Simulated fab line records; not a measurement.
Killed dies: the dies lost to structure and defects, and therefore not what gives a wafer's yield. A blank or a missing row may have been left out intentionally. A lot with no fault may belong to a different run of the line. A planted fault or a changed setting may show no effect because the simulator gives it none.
fab line records	flow n5Finfet	part 1 of 2: steps 1 to 4 of 6
[record] lots = 18	wafers = 54	lastDay = 18
route steps=1938 shown FIN_SAQP@96
lots untouched by any fault: they come from a run of this same line in which no faults occurred
startH: hours from the record's first day to the start of the lot's first wafer shown	waitH: how many hours have passed since the lot's step before this one	" unchanged from the row above	L1.1+2: several wafers, shown together as one row	- no value, or no start was given	* or withheld: withheld	< > ~ a bound
route shown NAME@n: names a module that has steps shown in the file, with the first one's number in the route	usual: mean/standard deviation taken from wafers without a fault	same: alike in all rows	chamber/n: place in a boat	sites: per-site readings	_std_site: their standard deviation	_edge_site: outer sites' mean less inner sites'	radiusMm: how far each site lies from the wafer's centre	mask NAME#n: copy n	behind: the last tool/chamber to shape the wafer	hold: the reason the lot was held/the length of the hold in hours/how it ended	device: transistor that didn't switch, given as n, p or np	end of line: the same wafers' tests at the end of the route	a step with no rows: only its recipe	killed: at the first sort, the dies lost to defects and structure; wafer yield is something else	map: a wafer's dies, marking killed ones x, the rest . and places with no die _
set.NAME: setting as actually run; set.NAME@STEP: the setting as run at that earlier step	model.NAME: the simulator's own value behind a step, which no gauge read
steps of the route over a sample of lots; a table a step, a row a wafer
services: from which hour (startH, from the record's first day; less than 0 if before it) a tool's chamber was out of use, for how many hours, and why
[[steps]]
[step N5_FIN_SAQP_HM_DEP_03]
[recipe] material = SiNx	targetThkA = 380	tempC = 400	precursor = SiH4/NH3/N2	pressureTorr = 1.5	rfW = 300	timeS = 33.6
[usual] heaterPowerW = 785/98	rfFwdPowerW = 297.7/1.2	showerheadPlenumPTorr = 5.16/0.08	showerheadVppV = 1085/84	throttleValvePct = 40.2/2.7
lot.wafer	tool	chamber	startH	waitH	heaterPowerW	rfFwdPowerW	showerheadPlenumPTorr	showerheadVppV	throttleValvePct
L075.1	pecvd-01	2	26.83	0.2	855	297.2	5.21	1108	35.7
L075.3	"	0	"	"	901	296.8	5.30	898	41.7
L075.5	"	0	"	"	915	297.4	5.29	900	41.9
L076.2	pecvd-03	1	33.56	0.2	877	298.6	5.25	1080	41.2
L076.4	"	0	"	"	607	297.8	5.12	1110	38.9
L076.5	"	1	"	"	877	298.7	5.25	1044	41.2
L077.1	pecvd-01	1	39.17	0.2	696	297.9	5.06	1129	42.7
L077.4	"	2	"	"	702	297.4	5.21	1118	35.8
L077.5	"	1	"	"	694	299.2	5.07	1134	42.7
L078.4	pecvd-03	0	44.94	0.1	595	297.5	5.11	1145	38.9
L078.5	"	1	"	"	910	299.6	5.24	1079	41.0
L078.6	"	2	"	"	882	297.5	5.12	1127	43.5
L080.2	pecvd-01	1	58.34	0.2	794	298.9	5.05	1135	42.6
L080.3	"	2	"	"	774	299.1	5.21	1100	36.1
L080.6	"	1	"	"	789	298.8	5.06	1138	42.7
L081.2	pecvd-03	2	65.65	0.2	835	295.5	5.12	1114	43.5
L081.3	"	0	"	"	617	297.7	5.12	1123	38.9
L081.5	"	2	"	"	855	296.0	5.11	1104	43.5
L082.2	pecvd-01	1	69.70	0.2	745	298.4	5.06	1119	42.5
L082.3	"	2	"	"	749	296.1	5.21	1095	36.0
L082.4	"	1	"	"	751	298.2	5.03	1119	42.9
L083.2	pecvd-04	1	77.98	0.2	909	296.9	5.06	1185	35.4
L083.4	"	2	"	"	834	298.8	5.15	1165	39.7
L083.6	"	0	"	"	746	297.9	5.21	996	41.3
L084.1	pecvd-04	1	82.32	0.2	949	297.9	5.04	1185	35.8
L084.2	"	2	"	"	968	298.1	5.15	1176	39.5
L084.3	"	0	"	"	668	297.7	5.22	1006	41.0
L087.1	pecvd-03	1	99.98	0.2	856	298.2	5.24	1049	41.2
L087.2	"	0	"	"	586	297.0	5.12	1103	38.9
L087.3	"	2	"	"	739	295.1	5.12	1137	43.6
L088.2	pecvd-01	0	105.83	0.2	800	297.5	5.28	920	42.2
L088.3	"	2	"	"	804	297.8	5.21	1091	36.2
L088.6	"	0	"	"	790	298.7	5.29	910	42.5
L089.1	pecvd-03	2	111.70	0.2	840	297.1	5.12	1121	43.5
L089.2	"	0	"	"	620	296.0	5.11	1126	39.3
L089.5	"	0	"	"	608	296.6	5.11	1136	39.1
L090.3	pecvd-04	1	117.35	0.1	885	298.5	5.04	1173	35.7
L090.5	"	1	"	"	927	297.9	5.05	1152	35.7
L090.6	"	0	"	"	664	296.2	5.21	984	41.3
L091.1	pecvd-04	1	122.88	0.2	816	299.1	5.04	1157	35.8
L091.3	"	0	"	"	755	298.1	5.22	989	41.4
L091.5	"	1	"	"	782	297.2	5.07	1183	35.6
L092.3	pecvd-04	1	130.83	0.1	899	295.4	5.05	1166	35.9
L092.4	"	2	"	"	861	298.5	5.14	1183	40.0
L092.5	"	0	"	"	679	295.5	5.22	989	41.4
L093.1	pecvd-04	0	135.75	0.2	652	296.0	5.22	995	41.5
L093.3	"	2	"	"	913	298.0	5.15	1169	39.6
L093.4	"	0	"	"	669	297.1	5.21	989	41.4
L096.2	pecvd-03	0	154.62	0.2	600	297.2	5.11	1118	39.7
L096.3	"	2	"	"	798	296.6	5.13	1135	43.6
L096.5	"	0	"	"	599	298.5	5.12	1146	39.4
L097.3	pecvd-03	1	159.92	0.1	899	299.2	5.25	1063	41.4
L097.5	"	2	"	"	810	296.1	5.12	1138	43.3
L097.6	"	1	"	"	875	299.4	5.24	1075	40.9
[step N5_FIN_SAQP_ETCH_51]
[recipe] chemistry = CF4	target = SiARC	targetDepthA = 455	maskMaterial = CAR-ArF	timeS = 75.8	ionEnergyEv = 80	pressureMtorr = 40	sourceW = 545	biasW = 36	Ar_flow_sccm = 100	cf4FlowSccm = 100	ends = cleared
[usual] drypumpMotorCurrentA = 5.66/0.27	etchRfOnTimeS = 75.1/2.5	oesProductAu = 0.68/0.085	rfFwdPowerW = 539.5/2.2	rfVppV = 183.7/1.1	showerheadPlenumPTorr = 2.11/0.068	throttleValvePct = 15.58/0.19
lot.wafer	tool	chamber	startH	waitH	drypumpMotorCurrentA	etchRfOnTimeS	oesProductAu	rfFwdPowerW	rfHoursCounterH	rfVppV	showerheadPlenumPTorr	throttleValvePct
L075.1	rieDiel-06	3	27.84	0.0	5.27	77.6	0.76	537.2	31	182.8	2.12	15.87
L075.3	"	1	"	"	5.97	71.4	0.84	537.9	9	186.6	2.30	15.27
L075.5	"	0	"	"	5.71	76.3	0.66	539.0	-	183.3	2.05	15.81
L076.2	rieDiel-02	1	34.35	0.0	5.58	77.4	0.61	541.0	223	182.0	2.05	15.82
L076.4	"	0	"	"	5.95	73.6	0.82	538.8	14	185.3	2.18	15.46
L076.5	"	0	"	"	5.93	73.7	0.81	540.3	-	183.0	2.18	15.47
L077.1	rieDiel-01	0	39.98	0.0	5.72	69.1	0.87	541.2	1	183.1	2.11	15.50
L077.4	"	2	"	"	5.85	77.4	0.70	538.9	80	183.2	2.08	15.29
L077.5	"	2	"	"	5.84	77.7	0.70	539.4	-	183.4	2.08	15.28
L078.4	rieDiel-06	0	45.98	0.1	5.71	74.8	0.66	535.8	-	184.0	2.05	15.82
L078.5	"	0	"	"	5.71	74.9	0.65	536.8	-	181.5	2.05	15.82
L078.6	"	0	"	"	5.70	76.1	0.64	537.0	-	183.7	2.05	15.82
L080.2	rieDiel-02	3	59.54	0.0	6.11	75.3	0.65	543.7	136	183.9	2.13	15.43
L080.3	"	1	"	"	5.55	78.0	0.59	542.7	234	182.9	2.05	15.81
L080.6	"	2	"	"	5.35	75.3	0.59	537.5	-	183.8	2.10	15.57
L081.2	rieDiel-02	0	66.81	0.0	5.98	71.8	0.80	537.6	26	183.2	2.17	15.49
L081.3	"	3	"	"	6.12	75.6	0.65	540.6	139	182.7	2.13	15.43
L081.5	"	2	"	"	5.34	74.1	0.59	540.1	-	183.1	2.10	15.59
L082.2	rieDiel-02	2	72.34	0.0	5.36	75.0	0.59	540.1	242	182.8	2.10	15.58
L082.3	"	3	"	"	6.06	74.9	0.64	539.2	142	184.5	2.13	15.45
L082.4	"	1	"	"	5.55	78.5	0.59	542.4	240	182.7	2.05	15.82
L083.2	rieDiel-02	2	78.89	0.0	5.36	73.6	0.59	538.6	246	183.5	2.09	15.62
L083.4	"	0	"	"	5.96	71.5	0.78	539.7	33	185.0	2.17	15.51
L083.6	"	1	"	"	5.56	76.7	0.59	537.0	-	183.2	2.05	15.83
L084.1	rieDiel-01	2	83.58	0.0	5.85	78.2	0.67	541.1	96	182.0	2.07	15.32
L084.2	"	0	"	"	5.69	68.8	0.80	537.5	22	183.4	2.10	15.56
L084.3	"	1	"	"	5.51	75.7	0.60	536.0	226	185.0	2.17	15.57
L087.1	rieDiel-01	2	100.89	0.0	5.83	78.6	0.67	543.2	101	182.3	2.07	15.32
L087.2	"	1	"	"	5.53	77.5	0.59	537.6	232	185.1	2.17	15.60
L087.3	"	0	"	"	5.66	69.2	0.79	540.4	28	185.0	2.10	15.56
L088.2	rieDiel-01	0	106.62	0.0	5.68	68.3	0.79	536.4	30	183.0	2.10	15.56
L088.3	"	1	"	"	5.51	76.3	0.59	540.3	233	183.5	2.17	15.57
L088.6	"	0	"	"	5.71	68.9	0.79	537.7	-	183.6	2.10	15.55
L089.1	rieDiel-02	3	112.61	0.0	6.13	75.5	0.63	542.4	159	184.2	2.13	15.48
L089.2	"	1	"	"	5.59	77.6	0.59	539.7	255	183.1	2.04	15.84
L089.5	"	3	"	"	6.10	75.7	0.63	541.9	-	185.0	2.13	15.48
L090.3	rieDiel-02	1	118.21	0.0	5.54	76.4	0.59	540.8	257	183.4	2.04	15.87
L090.5	"	3	"	"	6.09	75.1	0.63	541.3	-	183.9	2.13	15.48
L090.6	"	1	"	"	5.53	76.4	0.59	540.1	-	181.6	2.04	15.86
L091.1	rieDiel-01	0	123.86	0.0	5.70	69.2	0.78	540.6	35	184.3	2.10	15.57
L091.3	"	3	"	"	5.50	74.8	0.59	540.8	231	182.4	2.02	15.51
L091.5	"	2	"	"	5.86	77.5	0.67	540.1	-	183.6	2.07	15.34
L092.3	rieDiel-06	3	131.84	0.0	5.27	78.4	0.73	542.9	50	182.1	2.12	15.91
L092.4	"	0	"	"	5.71	76.5	0.64	537.9	148	183.6	2.05	15.85
L092.5	"	3	"	"	5.28	78.6	0.73	541.2	-	183.2	2.12	15.92
L093.1	rieDiel-06	3	137.06	0.0	5.28	78.4	0.73	538.2	52	182.7	2.12	15.90
L093.3	"	1	"	"	5.96	71.7	0.79	537.8	38	185.3	2.29	15.34
L093.4	"	2	"	"	5.13	74.0	0.80	537.7	20	185.9	2.19	15.50
L096.2	rieDiel-02	2	155.53	0.0	5.36	74.9	0.79	536.9	15	182.3	2.09	15.11
L096.3	"	0	"	"	5.94	71.9	0.75	538.4	63	184.2	2.16	15.59
L096.5	"	2	"	"	5.35	75.6	0.77	538.3	-	183.4	2.09	15.12
L097.3	rieDiel-01	3	160.83	0.0	5.52	76.7	0.58	538.2	246	182.2	2.02	15.52
L097.5	"	3	"	"	5.53	76.2	0.58	541.8	-	184.2	2.02	15.53
L097.6	"	0	"	"	5.70	70.0	0.75	536.4	-	184.1	2.10	15.61
[step N5_FIN_SAQP_MANDREL_ETCH_58]
[recipe] chemistry = HBr/Cl2	target = a-Si	targetDepthA = 450	btTimeS = 10	stopOn = SiNx	maskMaterial = SiO2	overEtchFrac = 0.8	timeS = 27	pressureMtorr = 10	icpW = 800	biasW = 75	HBr_flow_sccm = 150	Cl2_flow_sccm = 80	ends = endPoint
[usual] HBr_flow_sccm = 150.0/0.48	drypumpMotorCurrentA = 5.9/0.39	oesProductAu = 0.700/0.013	rfFwdPowerW = 794/3.5	throttleValvePct = 35.5/0.5
lot.wafer	tool	chamber	startH	waitH	HBr_flow_sccm	drypumpMotorCurrentA	oesProductAu	rfFwdPowerW	rfHoursCounterH	throttleValvePct
L075.1	rieSi-06	0	30.38	0.0	150.1	6.2	0.713	795	68	36.2
L075.3	"	3	"	"	150.4	6.6	0.681	798	15	35.4
L075.5	"	1	"	"	150.0	6.4	0.696	799	-	35.8
L076.2	rieSi-03	0	36.67	0.0	150.1	5.1	0.700	792	132	36.5
L076.4	"	1	"	"	149.8	6.2	0.709	797	89	35.2
L076.5	"	0	"	"	150.2	5.1	0.705	797	-	36.5
L077.1	rieSi-06	1	42.27	0.0	149.7	6.4	0.688	794	71	35.8
L077.4	"	3	"	"	149.5	6.5	0.699	792	15	35.4
L077.5	"	0	"	"	150.6	6.1	0.735	797	-	36.2
L078.4	rieSi-03	3	51.21	0.0	150.0	6.0	0.710	787	161	35.4
L078.5	"	1	"	"	149.4	6.2	0.708	794	-	35.2
L078.6	"	0	"	"	150.0	5.1	0.697	795	-	36.5
L080.2	rieSi-06	0	61.99	0.0	149.6	6.1	0.719	797	69	36.2
L080.3	"	1	"	"	150.1	6.4	0.702	792	72	35.8
L080.6	"	1	"	"	150.0	6.4	0.693	794	-	35.8
L081.2	rieSi-02	2	70.03	0.0	149.7	5.6	0.690	798	144	35.7
L081.3	"	1	"	"	150.3	5.7	0.679	792	25	36.1
L081.5	"	1	"	"	150.5	5.7	0.685	796	-	36.1
L082.2	rieSi-02	0	75.29	0.0	149.5	6.2	0.723	794	53	35.2
L082.3	"	1	"	"	150.0	5.7	0.696	796	25	36.1
L082.4	"	2	"	"	149.4	5.6	0.720	789	144	35.7
L083.2	rieSi-03	0	82.08	0.0	149.6	5.1	0.690	794	133	36.5
L083.4	"	3	"	"	150.1	6.1	0.707	784	161	35.4
L083.6	"	1	"	"	149.9	6.2	0.698	799	-	35.2
L084.1	rieSi-03	1	85.74	0.0	149.7	6.2	0.699	796	90	35.2
L084.2	"	0	"	"	150.2	5.1	0.693	798	133	36.5
L084.3	"	2	"	"	149.4	5.5	0.697	798	115	34.8
L087.1	rieSi-03	0	103.28	0.0	150.4	5.1	0.694	795	133	36.5
L087.2	"	3	"	"	150.6	6.0	0.701	788	161	35.4
L087.3	"	2	"	"	149.9	5.5	0.700	795	116	34.8
L088.2	rieSi-02	3	108.85	0.0	149.9	5.9	0.685	797	9	35.1
L088.3	"	1	"	"	150.1	5.7	0.676	792	26	36.1
L088.6	"	0	"	"	148.9	6.2	0.718	791	-	35.2
L089.1	rieSi-03	0	114.78	0.0	150.4	5.1	0.711	799	133	36.5
L089.2	"	2	"	"	150.3	5.5	0.703	796	116	34.8
L089.5	"	1	"	"	150.0	6.2	0.700	794	-	35.2
L090.3	rieSi-06	3	120.44	0.0	150.3	6.5	0.698	793	16	35.4
L090.5	"	1	"	"	150.0	6.4	0.695	797	-	35.8
L090.6	"	2	"	"	149.9	5.8	0.684	790	-	35.4
L091.1	rieSi-02	1	127.62	0.0	149.7	5.7	0.685	799	26	36.1
L091.3	"	2	"	"	150.7	5.6	0.696	789	145	35.7
L091.5	"	0	"	"	150.5	6.2	0.720	793	-	35.2
L092.3	rieSi-02	3	134.26	0.0	149.1	5.8	0.701	794	9	35.1
L092.4	"	1	"	"	150.4	5.7	0.692	792	26	36.1
L092.5	"	0	"	"	150.2	6.2	0.725	793	-	35.2
L093.1	rieSi-02	1	139.71	0.0	149.9	5.7	0.683	796	26	36.1
L093.3	"	2	"	"	150.0	5.6	0.698	795	146	35.7
L093.4	"	3	"	"	149.2	5.8	0.697	797	9	35.1
L096.2	rieSi-06	2	158.69	0.0	150.7	5.8	0.680	791	171	35.4
L096.3	"	3	"	"	150.4	6.5	0.701	794	17	35.4
L096.5	"	0	"	"	151.8	6.1	0.738	792	-	36.2
L097.3	rieSi-02	2	164.53	0.0	150.4	5.6	0.690	797	146	35.7
L097.5	"	1	"	"	149.6	5.7	0.689	791	-	36.1
L097.6	"	0	"	"	149.8	6.2	0.724	791	-	35.2
[step N5_FIN_SAQP_ETCH_69]
[recipe] chemistry = N2/H2	target = SOC	targetDepthA = 1500	stopOn = SiNx	ionEnergyEv = 100	biasW = 61	pressureMtorr = 30	sourceW = 850	n2FlowSccm = 200	h2FlowSccm = 200
[usual] drypumpMotorCurrentA = 5.68/0.28	n2FlowSccm = 200.0/0.66	oesProductAu = 0.80/0.096	rfFwdPowerW = 844.3/3	rfVppV = 240.4/1.4	showerheadPlenumPTorr = 2.53/0.092	throttleValvePct = 17.80/0.27
lot.wafer	tool	chamber	startH	waitH	drypumpMotorCurrentA	n2FlowSccm	oesProductAu	rfFwdPowerW	rfHoursCounterH	rfVppV	showerheadPlenumPTorr	throttleValvePct
L075.1	rieDiel-01	1	30.91	-	5.54	199.6	0.71	841.2	201	241.9	2.67	18.26
L075.3	"	1	"	"	5.53	198.8	0.71	842.8	-	241.7	2.67	18.26
L075.5	"	1	"	"	5.52	200.3	0.71	839.7	-	242.2	2.67	18.26
L076.2	rieDiel-02	1	37.23	-	5.60	200.4	0.70	843.2	223	239.9	2.42	17.90
L076.4	"	3	"	"	6.13	200.0	0.76	847.9	124	240.9	2.53	17.39
L076.5	"	1	"	"	5.57	201.0	0.70	844.3	-	238.7	2.42	17.90
L077.1	rieDiel-01	0	42.83	-	5.69	199.9	0.95	844.2	2	239.9	2.53	17.92
L077.4	"	1	"	"	5.55	200.7	0.70	839.4	206	242.8	2.67	18.27
L077.5	"	0	"	"	5.68	199.6	0.95	844.4	-	240.3	2.53	17.93
L078.4	rieDiel-02	1	51.78	-	5.58	199.7	0.69	845.5	229	240.2	2.42	17.90
L078.5	"	1	"	"	5.57	199.8	0.69	845.2	-	239.8	2.42	17.92
L078.6	"	0	"	"	5.94	200.5	0.92	844.0	-	242.2	2.62	17.89
L080.2	rieDiel-02	3	62.52	-	6.11	200.6	0.75	848.0	137	240.8	2.53	17.42
L080.3	"	0	"	"	5.98	199.8	0.91	842.1	24	242.4	2.62	17.89
L080.6	"	1	"	"	5.58	199.0	0.69	843.8	-	239.5	2.42	17.92
L081.2	rieDiel-01	1	70.86	-	5.55	200.7	0.69	843.5	221	242.2	2.67	18.30
L081.3	"	2	"	"	5.84	200.1	0.79	847.8	91	238.5	2.46	17.62
L081.5	"	0	"	"	5.72	200.5	0.90	845.0	-	240.0	2.53	17.95
L082.2	rieDiel-01	3	75.82	-	5.51	199.8	0.69	847.2	216	238.3	2.41	17.63
L082.3	"	2	"	"	5.86	200.4	0.80	846.3	93	239.1	2.46	17.64
L082.4	"	1	"	"	5.54	199.6	0.69	843.6	223	243.3	2.66	18.31
L083.2	rieDiel-02	1	82.61	-	5.52	201.0	0.68	842.9	243	239.0	2.41	17.93
L083.4	"	0	"	"	5.97	200.4	0.90	844.3	34	240.2	2.62	17.90
L083.6	"	3	"	"	6.11	200.6	0.74	846.6	-	240.8	2.52	17.43
L084.1	rieDiel-02	1	86.29	-	5.59	200.5	0.69	842.6	244	237.8	2.41	17.94
L084.2	"	0	"	"	5.96	199.7	0.89	841.3	35	242.0	2.62	17.90
L084.3	"	3	"	"	6.11	199.6	0.74	851.0	149	240.2	2.52	17.44
L087.1	rieDiel-06	3	103.81	-	5.30	201.2	0.87	848.6	43	239.8	2.48	18.02
L087.2	"	2	"	"	5.14	200.5	0.94	843.0	9	242.2	2.58	17.61
L087.3	"	1	"	"	5.97	200.3	0.91	841.4	28	244.1	2.70	17.39
L088.2	rieDiel-02	0	109.37	-	5.98	201.7	0.87	844.7	45	242.0	2.61	17.91
L088.3	"	3	"	"	6.11	199.3	0.74	850.0	158	240.0	2.52	17.46
L088.6	"	3	"	"	6.11	199.8	0.73	846.5	-	240.9	2.52	17.43
L089.1	rieDiel-01	3	115.31	-	5.51	201.6	0.68	842.6	229	237.9	2.40	17.65
L089.2	"	1	"	"	5.57	199.6	0.68	845.6	236	241.9	2.66	18.33
L089.5	"	1	"	"	5.50	199.2	0.68	843.9	-	241.9	2.66	18.30
L090.3	rieDiel-02	2	120.97	-	5.35	199.3	0.97	843.8	1	239.6	2.52	17.42
L090.5	"	2	"	"	5.35	199.3	0.96	851.9	-	239.4	2.52	17.44
L090.6	"	3	"	"	6.11	199.7	0.73	851.6	-	240.1	2.52	17.45
L091.1	rieDiel-06	2	128.16	-	5.15	199.6	0.92	841.6	17	240.4	2.58	17.60
L091.3	"	3	"	"	5.27	200.8	0.86	843.6	49	239.2	2.47	18.02
L091.5	"	0	"	"	5.72	199.9	0.74	845.1	-	238.9	2.43	18.08
L092.3	rieDiel-02	3	134.79	-	6.14	199.7	0.72	847.8	169	240.4	2.52	17.46
L092.4	"	2	"	"	5.35	199.4	0.92	841.0	-	240.1	2.52	17.45
L092.5	"	0	"	"	6.00	199.9	0.85	843.2	-	240.3	2.61	17.94
L093.1	rieDiel-02	1	140.24	-	5.53	200.9	0.96	846.5	1	244.4	2.73	17.46
L093.3	"	0	"	"	5.97	200.0	0.85	841.2	58	241.1	2.61	17.93
L093.4	"	3	"	"	6.13	199.4	0.72	850.1	171	239.6	2.52	17.47
L096.2	rieDiel-01	0	159.58	-	5.70	200.1	0.85	843.9	45	240.9	2.51	18.02
L096.3	"	2	"	"	5.86	200.7	0.77	847.0	122	239.6	2.44	17.69
L096.5	"	3	"	"	5.51	199.7	0.68	842.6	-	240.1	2.39	17.65
L097.3	rieDiel-01	0	165.07	-	5.74	199.8	0.84	843.5	48	241.5	2.51	18.02
L097.5	"	3	"	"	5.51	199.5	0.67	843.2	-	239.4	2.39	17.67
L097.6	"	2	"	"	5.85	198.9	0.76	842.0	-	239.9	2.44	17.69
